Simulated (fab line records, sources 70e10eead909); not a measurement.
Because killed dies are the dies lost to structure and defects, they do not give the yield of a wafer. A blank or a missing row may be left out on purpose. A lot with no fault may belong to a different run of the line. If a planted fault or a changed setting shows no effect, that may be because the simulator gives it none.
fab line records    flow nand-harc
[record] lots = 13  wafers = 39  last-day = 33
route steps=1302 shown A_STAIRCASE@885 A_SGD_CUT@898
lots untouched by any fault: they come from a run of this same line in which no faults occurred
start-h: hours from the record's first day to the start of the lot's first wafer shown    wait-h: hours since the lot's step before    " identical to the entry in the row above    L1.1+2: a row that stands for several wafers    - either no value or no given start    * or withheld: withheld    < > ~ a bound
route shown NAME@n: a module of which the file shows steps, and the number in the route of the first    usual: the fault-free wafers' mean and standard deviation    same: alike in all rows    chamber/n: place in a boat    sites: per-site readings    _std_site: how widely they spread, as a standard deviation    _edge_site: the outer-site mean with the inner-site mean subtracted    radius-mm: how far each site lies from the wafer's centre    mask NAME#n: copy n    behind: tool/chamber where the wafer was last shaped    hold: reason for holding the lot/hours on hold/outcome of the hold    device: which transistor (n, p or np) failed to switch    end of line: at the end of the route, the tests of the same wafers    a step without rows: its recipe alone    killed: count of dies lost to structure and defects at first sort (not the wafer's yield)    map: a wafer's dies, marking killed ones x, the rest . and places with no die _
set.NAME: the setting as run; set.NAME@STEP: as run at that earlier step    model.NAME: the simulator's own value behind a step, which no gauge read
the route's steps for a sample of lots (tables are steps, rows are wafers)
services: a tool's chamber out of use, with start hour (start-h, from the record's first day; less than 0 if before it), hours out, and reason
[[steps]]
[step NHARC_A_STAIRCASE_DEP_471]
[recipe] target-thk-a = 1000  temp-c = 400  pressure-torr = 6.5  rf-w = 900  teos-flow-sccm = 161.4  flow-sccm = 2650  target-thk-nm = 100  gas = O2  material = SiO2
[usual] chamber-pressure-Torr = 6.499/0.014  heater-power-w = 545/76  throttle-valve-pct = 15.9/0.69
lot.wafer  tool      chamber  start-h  wait-h  chamber-pressure-Torr  heater-power-w  throttle-valve-pct
L999.2     pecvd-02  1        445.62   -       6.535                  494             16.6
L999.5     "         0        "        "       6.481                  512             14.7
L999.6     "         2        "        "       6.494                  496             15.6
L101.1     pecvd-02  0        464.48   -       6.512                  390             15.0
L101.3     "         1        "        "       6.502                  499             16.4
L101.5     "         2        "        "       6.519                  594             15.8
L103.6     pecvd-02  2        464.92   -       6.505                  595             15.6
L103.5     "         0        "        "       6.500                  505             14.7
L103.4     "         1        "        "       6.480                  399             16.9
L104.1     pecvd-03  2        500.98   -       6.502                  533             16.8
L104.3     "         0        "        "       6.526                  640             16.2
L104.5     "         1        "        "       6.503                  697             15.6
L107.2     pecvd-03  0        528.42   -       6.487                  642             16.5
L107.6     "         0        "        "       6.490                  663             16.5
L107.5     "         1        "        "       6.486                  638             15.9
L109.4     pecvd-04  1        537.06   -       6.492                  565             15.8
L109.5     "         2        "        "       6.506                  572             15.8
L109.6     "         0        "        "       6.503                  567             15.9
L111.2     pecvd-02  1        552.90   -       6.518                  465             16.8
L111.1     "         2        "        "       6.503                  511             15.8
L111.6     "         1        "        "       6.508                  480             16.8
L115.1     pecvd-03  1        587.71   -       6.516                  738             15.3
L115.5     "         0        "        "       6.494                  602             16.8
L115.6     "         2        "        "       6.498                  544             16.4
L116.1     pecvd-02  2        587.99   -       6.492                  630             16.0
L116.3     "         0        "        "       6.515                  519             14.8
L116.5     "         0        "        "       6.508                  524             15.1
L118.1     pecvd-02  1        621.68   -       6.476                  422             16.3
L118.3     "         0        "        "       6.488                  459             14.7
L118.4     "         0        "        "       6.477                  472             14.8
L119.2     pecvd-03  0        636.07   -       6.503                  481             16.8
L119.6     "         2        "        "       6.480                  601             16.7
L119.4     "         1        "        "       6.498                  708             15.6
L121.1     pecvd-04  1        646.09   -       6.503                  445             15.3
L121.4     "         2        "        "       6.503                  490             15.9
L121.5     "         1        "        "       6.480                  459             15.5
L122.3     pecvd-03  0        666.10   -       6.498                  616             16.8
L122.2     "         1        "        "       6.485                  686             15.7
L122.1     "         2        "        "       6.505                  577             16.9
[step NHARC_A_STAIRCASE_CMP_472]
[recipe] material = SiO2
[usual] motor-current-A = 11.9/1.2  retaining-ring-pressure-frac = 1.000/0.0049
lot.wafer  tool    chamber  start-h  wait-h  motor-current-A  retaining-ring-pressure-frac
L999.2     cmp-04  1        445.91   0.3     10.6             1.007
L999.5     "       3        "        "       11.6             1.000
L999.6     "       0        "        "       10.3             0.994
L101.1     cmp-04  0        464.73   0.2     10.5             1.001
L101.3     "       3        "        "       11.5             1.005
L101.5     "       0        "        "       10.1             1.000
L103.4     cmp-04  1        465.16   0.2     10.3             1.008
L103.5     "       3        "        "       11.6             0.995
L103.6     "       0        "        "       10.1             1.001
L104.3     cmp-04  0        501.22   0.2     10.4             1.000
L104.1     "       3        "        "       11.1             0.994
L104.5     "       0        "        "       10.5             1.002
L107.2     cmp-03  0        528.78   0.3     12.3             0.993
L107.6     "       0        "        "       12.3             0.996
L107.5     "       1        "        "       13.0             0.996
L109.4     cmp-02  0        537.30   0.2     11.8             0.995
L109.6     "       2        "        "       12.6             0.992
L109.5     "       3        "        "       14.1             1.001
L111.2     cmp-02  1        553.15   0.2     11.5             0.998
L111.1     "       2        "        "       13.1             1.001
L111.6     "       1        "        "       10.5             1.003
L115.1     cmp-02  1        588.01   0.3     11.6             0.993
L115.6     "       3        "        "       13.8             1.006
L115.5     "       0        "        "       12.3             1.007
L116.3     cmp-03  1        588.23   0.2     12.4             0.999
L116.1     "       3        "        "       12.0             1.004
L116.5     "       1        "        "       12.8             1.000
L118.1     cmp-02  0        621.97   0.3     12.1             1.007
L118.4     "       1        "        "       11.5             0.998
L118.3     "       2        "        "       12.9             1.005
L119.4     cmp-04  3        636.37   0.2     11.0             1.002
L119.2     "       0        "        "       10.7             0.995
L119.6     "       2        "        "       12.8             1.008
L121.1     cmp-04  0        646.31   0.2     9.8              0.994
L121.4     "       2        "        "       12.7             1.010
L121.5     "       0        "        "       10.0             0.992
L122.3     cmp-04  0        666.37   0.2     10.8             1.002
L122.1     "       1        "        "       10.5             0.993
L122.2     "       3        "        "       11.0             0.998
[step NHARC_A_SGD_CUT_EXPOSE_06]
[recipe] na = 1.35  dose-mj = 85.59  mask-id = SGD
[usual] exposure-dose-mJ-cm2 = 85.60/0.088  reticle-temp-C = 23.01/0.1
lot.wafer  tool             chamber  start-h  wait-h  mask   exposure-dose-mJ-cm2  reticle-temp-C
L999.2     arfi-scanner-02  0        446.94   -       SGD#0  85.70                 22.99
L999.5     "                0        "        "       SGD#0  85.76                 23.21
L999.6     "                0        "        "       SGD#0  85.62                 23.03
L101.1     arfi-scanner-03  0        465.72   -       SGD#0  85.52                 22.86
L101.3     "                0        "        "       SGD#0  85.45                 23.03
L101.5     "                0        "        "       SGD#0  85.55                 22.99
L103.4     arfi-scanner-01  0        466.21   -       SGD#0  85.60                 23.07
L103.5     "                0        "        "       SGD#0  85.62                 22.92
L103.6     "                0        "        "       SGD#0  85.69                 22.98
L104.1     arfi-scanner-02  0        502.09   -       SGD#0  85.47                 23.08
L104.3     "                0        "        "       SGD#0  85.56                 22.93
L104.5     "                0        "        "       SGD#0  85.63                 22.91
L107.2     arfi-scanner-02  0        529.78   -       SGD#0  85.63                 23.07
L107.5     "                0        "        "       SGD#0  85.67                 22.97
L107.6     "                0        "        "       SGD#0  85.66                 22.97
L109.4     arfi-scanner-01  0        538.26   -       SGD#0  85.70                 22.86
L109.5     "                0        "        "       SGD#0  85.52                 22.85
L109.6     "                0        "        "       SGD#0  85.56                 23.02
L111.1     arfi-scanner-03  0        554.14   -       SGD#0  85.56                 22.96
L111.2     "                0        "        "       SGD#0  85.58                 23.21
L111.6     "                0        "        "       SGD#0  85.60                 23.04
L115.1     arfi-scanner-03  0        589.04   -       SGD#0  85.34                 23.10
L115.5     "                0        "        "       SGD#0  85.48                 23.01
L115.6     "                0        "        "       SGD#0  85.40                 23.09
L116.1     arfi-scanner-02  0        589.22   -       SGD#0  122.42                23.08
L116.3     "                0        "        "       SGD#0  122.26                23.16
L116.5     "                0        "        "       SGD#0  122.27                23.06
L118.1     arfi-scanner-02  0        622.94   -       SGD#0  114.92                23.09
L118.3     "                0        "        "       SGD#0  114.99                22.99
L118.4     "                0        "        "       SGD#0  114.95                23.07
L119.2     arfi-scanner-02  0        637.31   -       SGD#0  113.66                22.90
L119.4     "                0        "        "       SGD#0  113.68                22.83
L119.6     "                0        "        "       SGD#0  113.68                23.00
L121.1     arfi-scanner-01  0        647.30   -       SGD#0  85.57                 22.95
L121.4     "                0        "        "       SGD#0  85.56                 22.89
L121.5     "                0        "        "       SGD#0  85.60                 22.92
L122.1     arfi-scanner-01  0        667.24   -       SGD#0  85.57                 23.14
L122.2     "                0        "        "       SGD#0  85.63                 23.08
L122.3     "                0        "        "       SGD#0  85.62                 23.09
[step NHARC_A_SGD_CUT_CD_MEAS_09]
[recipe] target-cd-nm = 100  landing-energy-ev = 500
[usual] cd-nm = 99.8/0.53
lot.wafer  tool       chamber  start-h  wait-h  hold                      cd-nm
L999.2     cd-sem-02  0        447.08   -       -                         98.8
L999.5     "          0        "        "       -                         99.7
L999.6     "          0        "        "       -                         99.9
L101.1     cd-sem-03  0        465.86   -       -                         100.3
L101.3     "          0        "        "       -                         99.4
L101.5     "          0        "        "       -                         100.0
L103.4     cd-sem-03  0        466.34   -       -                         101.1
L103.5     "          0        "        "       -                         100.2
L103.6     "          0        "        "       -                         101.2
L104.1     cd-sem-03  0        502.23   -       -                         100.0
L104.3     "          0        "        "       -                         99.9
L104.5     "          0        "        "       -                         98.8
L107.2     cd-sem-01  0        529.92   -       -                         99.4
L107.5     "          0        "        "       -                         100.1
L107.6     "          0        "        "       -                         100.0
L109.4     cd-sem-01  0        538.39   -       -                         99.0
L109.5     "          0        "        "       -                         99.0
L109.6     "          0        "        "       -                         99.0
L111.1     cd-sem-03  0        554.28   -       -                         99.6
L111.2     "          0        "        "       -                         99.7
L111.6     "          0        "        "       -                         99.6
L115.1     cd-sem-02  0        589.18   -       -                         100.2
L115.5     "          0        "        "       -                         99.7
L115.6     "          0        "        "       -                         99.9
L116.1     cd-sem-01  0        589.36   -       await-dispo/0.2h/release  129.1
L116.3     "          0        "        "       await-dispo/0.2h/release  128.7
L116.5     "          0        "        "       await-dispo/0.2h/release  128.9
L116.1     cd-sem-01  0        -        -       -                         129.3
L116.3     "          0        "        "       -                         128.6
L116.5     "          0        "        "       -                         129.3
L118.1     cd-sem-02  0        623.08   -       await-dispo/0.2h/release  124.1
L118.3     "          0        "        "       await-dispo/0.2h/release  123.8
L118.4     "          0        "        "       await-dispo/0.2h/release  124.0
L118.1     cd-sem-02  0        -        -       -                         124.0
L118.3     "          0        "        "       -                         123.9
L118.4     "          0        "        "       -                         124.3
L119.2     cd-sem-03  0        637.45   -       await-dispo/0.2h/release  122.6
L119.4     "          0        "        "       await-dispo/0.2h/release  121.6
L119.6     "          0        "        "       await-dispo/0.2h/release  122.7
L119.2     cd-sem-03  0        -        -       -                         122.6
L119.4     "          0        "        "       -                         122.0
L119.6     "          0        "        "       -                         122.5
L121.1     cd-sem-02  0        647.44   -       -                         99.6
L121.4     "          0        "        "       -                         99.5
L121.5     "          0        "        "       -                         99.5
L122.1     cd-sem-03  0        667.37   -       -                         99.2
L122.2     "          0        "        "       -                         99.3
L122.3     "          0        "        "       -                         99.2
[step NHARC_A_SGD_CUT_INSPECT_11]
[usual] raw-defect-count = 57/32
lot.wafer  tool               chamber  start-h  wait-h  raw-defect-count
L999.2     defect-inspect-01  -        447.21   0.0     120
L999.5     "                  -        "        "       113
L999.6     "                  -        "        "       101
L101.1     defect-inspect-01  -        465.99   0.0     54
L101.3     "                  -        "        "       68
L101.5     "                  -        "        "       58
L103.4     defect-inspect-02  -        466.46   0.0     101
L103.5     "                  -        "        "       105
L103.6     "                  -        "        "       118
L104.1     defect-inspect-01  -        502.36   0.0     68
L104.3     "                  -        "        "       75
L104.5     "                  -        "        "       79
L107.2     defect-inspect-01  -        530.04   0.0     26
L107.5     "                  -        "        "       26
L107.6     "                  -        "        "       27
L109.4     defect-inspect-02  -        538.51   0.0     8
L109.5     "                  -        "        "       11
L109.6     "                  -        "        "       11
L111.1     defect-inspect-01  -        554.41   0.0     23
L111.2     "                  -        "        "       12
L111.6     "                  -        "        "       13
L115.1     defect-inspect-02  -        589.30   0.0     44
L115.5     "                  -        "        "       46
L115.6     "                  -        "        "       50
L119.2     defect-inspect-02  -        640.42   0.0     30
L119.4     "                  -        "        "       22
L119.6     "                  -        "        "       24
L121.1     defect-inspect-01  -        647.57   0.0     23
L121.4     "                  -        "        "       30
L121.5     "                  -        "        "       27
L122.1     defect-inspect-02  -        667.50   0.0     25
L122.2     "                  -        "        "       26
L122.3     "                  -        "        "       32
[[services]]
tool             chamber  start-h  hours  kind
arfi-scanner-01  -        424.00   4.0    pm
cmp-02           -        428.50   4.0    pm
arfi-scanner-02  -        440.90   2.0    repair
cmp-04           -        446.85   2.5    repair
arfi-scanner-03  -        455.10   1.1    repair
arfi-scanner-03  -        475.53   20.4   repair
cmp-04           -        495.18   0.9    repair
cmp-04           -        503.14   4.0    pm
pecvd-03         2        523.41   17.9   repair
cmp-02           -        526.50   4.0    pm
arfi-scanner-03  -        540.00   4.0    pm
pecvd-03         -        547.08   13.0   pm
pecvd-03         -        564.50   1.8    repair
pecvd-03         2        571.26   2.0    repair
arfi-scanner-02  -        584.56   0.8    repair
pecvd-02         -        589.13   13.0   pm
arfi-scanner-02  -        591.23   4.0    pm
arfi-scanner-01  -        596.01   4.0    pm
cmp-04           -        601.14   4.0    pm
arfi-scanner-01  -        617.25   0.3    repair
cmp-02           -        624.50   4.0    pm
arfi-scanner-01  -        637.58   8.5    repair
cmp-02           -        641.12   5.9    repair
pecvd-03         -        645.05   18.7   repair
[[key]]
[first-sign] step = NHARC_A_SGD_CUT_EXPOSE_06  reading = exposure-dose-mJ-cm2  direction = up  sigmas = 99+  usual = 85.60  struck = 116.98
[effect] step = NHARC_A_SGD_CUT_CD_MEAS_09  reading = visit  direction = added  through = control-loop
[effect] step = NHARC_A_SGD_CUT_CD_MEAS_09  reading = cd-nm  direction = up  sigmas = 47  usual = 99.8  struck = 125.1  through = control-loop
met-at NHARC_A_SGD_CUT_EXPOSE_06
struck-lots L116,L118,L119
scrapped-behind NHARC_A_SGD_CUT_CD_MEAS_09 L116.1,L116.3,L116.5,L118.1,L118.3,L118.4
tester-left-out L119
[loop-trim] step = NHARC_A_SGD_CUT_EXPOSE_06  setting = dose  lots = L118,L119
not-acting-at NHARC_A_STAIRCASE_DEP_471,NHARC_A_STAIRCASE_CMP_472,NHARC_A_SGD_CUT_INSPECT_11
onset-between 529.78 589.22
[fault] kind = process-parameter-drift  tool = arfi-scanner-02  chamber = -  onset-h = 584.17  steps = NHARC_A_SGD_CUT_EXPOSE_06  channel = dose-mj  offset = 36.638  shape = step  acts-in = these-recipes-only  stated = 85.59
// tester-left-out: of these lots the tester's yield and bins aren't shown, on N5 and GAA mostly nor the transistor test; their killed dies are dies lost to structure and defects alone, not to doping, threshold or leakage, so they don't give the yield
// loop-trim: a control loop set the setting to another value than it would have without faults
